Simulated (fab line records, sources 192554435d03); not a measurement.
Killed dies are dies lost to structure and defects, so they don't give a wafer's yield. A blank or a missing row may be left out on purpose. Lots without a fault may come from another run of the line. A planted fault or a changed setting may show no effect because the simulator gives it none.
Split-lot experiment | flow n5_finfet | 7 lots, 21 wafers read, on a route of 1938 steps

THE SPLIT
At N5_BEOL_M11_ETCH_66 (etches SOC in N2/H2, target depth 120 nm, overetch 24 nm, time 180 s), the setting time_s was moved away from the recipe's 180 s on 5 of the 21 wafers read, by -10.8% to +15.3%. The other wafers ran this setting at the recipe's value.

The reading is taken at the split's own step.

THE READING
SiARC_of_BEOL_M11_COAT_64.thk_nm (the simulator's own value, which no gauge read), in nm, at N5_BEOL_M11_ETCH_66 (etches SOC in N2/H2, target depth 120 nm, overetch 24 nm, time 180 s). The file gives no usual value for it. The 16 wafers here that ran the recipe average 22.8 nm, standard deviation 0.16 nm.

wafer  | tool, chamber at the split | time_s as run, s | against the recipe | SiARC_of_BEOL_M11_COAT_64.thk_nm, nm | against lot-mates on the recipe
L079.2 | rie_diel-02, 3             | 180              | recipe             | 23.2                                 | -
L079.3 | rie_diel-02, 0             | 180              | recipe             | 23                                   | -
L079.5 | rie_diel-02, 0             | 180              | recipe             | 23                                   | -
L077.1 | rie_diel-04, 0             | 180              | recipe             | 22.8                                 | -
L077.3 | rie_diel-04, 1             | 180              | recipe             | 22.6                                 | -
L077.5 | rie_diel-04, 1             | 207.6            | +15.3%             | 21.6                                 | -1.1
L078.1 | rie_diel-05, 2             | 180              | recipe             | 23                                   | -
L078.6 | rie_diel-05, 2             | 180              | recipe             | 23                                   | -
L078.2 | rie_diel-05, 0             | 180              | recipe             | 22.8                                 | -
L080.1 | rie_diel-02, 1             | 180              | recipe             | 22.6                                 | -
L080.2 | rie_diel-02, 2             | 164              | -8.9%              | 23.4                                 | +0.7
L080.6 | rie_diel-02, 3             | 180              | recipe             | 22.8                                 | -
L084.2 | rie_diel-02, 2             | 163.1            | -9.4%              | 23.6                                 | +0.8
L084.5 | rie_diel-02, 2             | 163.1            | -9.4%              | 23.6                                 | +0.8
L084.6 | rie_diel-02, 1             | 180              | recipe             | 22.8                                 | -
L083.3 | rie_diel-02, 1,2,2         | 180              | recipe             | 22.8                                 | -
L083.4 | rie_diel-02, 1,2,2         | 180              | recipe             | 22.8                                 | -
L083.6 | rie_diel-02, 1,2,2         | 180              | recipe             | 22.8                                 | -
L090.1 | rie_diel-04, 2             | 160.5            | -10.8%             | 23.6                                 | +0.9
L090.5 | rie_diel-04, 1             | 180              | recipe             | 22.8                                 | -
L090.6 | rie_diel-04, 0             | 180              | recipe             | 22.6                                 | -
Where a row lists several chambers, the file gives one row for several wafers and doesn't say which wafer went through which chamber.

THE FIT
A straight line over all 21 wafers: SiARC_of_BEOL_M11_COAT_64.thk_nm changes by -0.0769 nm for each +1% of time_s; r = -0.94; the points scatter about the line by 0.15 nm.
The same after taking each lot's own level away (the mean of its wafers on the recipe; 21 wafers): -0.0782 nm for each +1%; r = -0.98; scatter 0.083 nm.
On that fit, the largest move of time_s shifts the reading by 1.2 nm.
The lots' own levels span 22.70 to 23.07 nm, that is 2.3 times the standard deviation above.
So the lot-to-lot level changes the slope little: the two slopes agree.
Check: with one of the wafers moved furthest among these (+15.3%) left out of the fit, the line predicts -1.28 nm for it against its lot-mates. It came out at -1.1 nm against them.

THE FILE'S OWN FIT
SiARC_of_BEOL_M11_COAT_64.thk_nm changes by -0.0777 nm for each +1% of time_s, r = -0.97.
